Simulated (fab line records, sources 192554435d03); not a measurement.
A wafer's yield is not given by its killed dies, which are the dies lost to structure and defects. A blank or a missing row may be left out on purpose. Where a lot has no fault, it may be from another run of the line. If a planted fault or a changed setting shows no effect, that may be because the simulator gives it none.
Which tool is to blame? ; flow n5 finfet ; 36 wafers sampled from 12 lots at 1 step of a route of 1938

== WHAT THE GAUGES READ, wafer by wafer ==
N5_SD_ACTIVATION_INSPECT_02: inspects for defects (darkfield).
lot;measured;on;raw defect count
L075;day 3 20:52;defect inspect-02;172 211 218
L077;day 4 06:01;defect inspect-01;171 156 159
L079;day 4 18:32;defect inspect-02;154 165 131
L081;day 5 07:51;defect inspect-02;182 212 191
L083;day 5 18:06;defect inspect-01;138 143 148
L085;day 6 03:37;defect inspect-02;186 231 185
L087;day 6 19:19;defect inspect-02;155 155 126
L089;day 7 05:44;defect inspect-01;140 139 126
L091;day 7 16:28;defect inspect-01;125 165 130
L093;day 8 06:13;defect inspect-02;207 211 244
L095;day 8 16:53;defect inspect-02;136 149 142
L097;day 9 07:01;defect inspect-02;152 224 179

== WHICH TOOL RAN EACH LOT (tool, then ch and the chambers of the sampled wafers, then the start) ==
No process step before these readings appears in the record.

== THE ANSWER, worked out from the rows above alone ==
Rule: what is usual is taken from the lots themselves. Put in order of their means at a reading, lots are off if they are a third of the lots or fewer, leave a main group of 4 or more, and stand apart from it by a gap of 3 or more times the standard deviation of the main group's means; of several such gaps the widest counts. A main group is skipped when, at the precision printed for the reading in the tables above, its means are all equal. Also off: a lot with no number at a reading for which 4 or more lots have one. The other lots that the step has rows for count as sound.
Across all readings shown, no lot is off: no conclusion can be drawn from this.

== WHAT THE SIMULATOR HAD PUT IN ==
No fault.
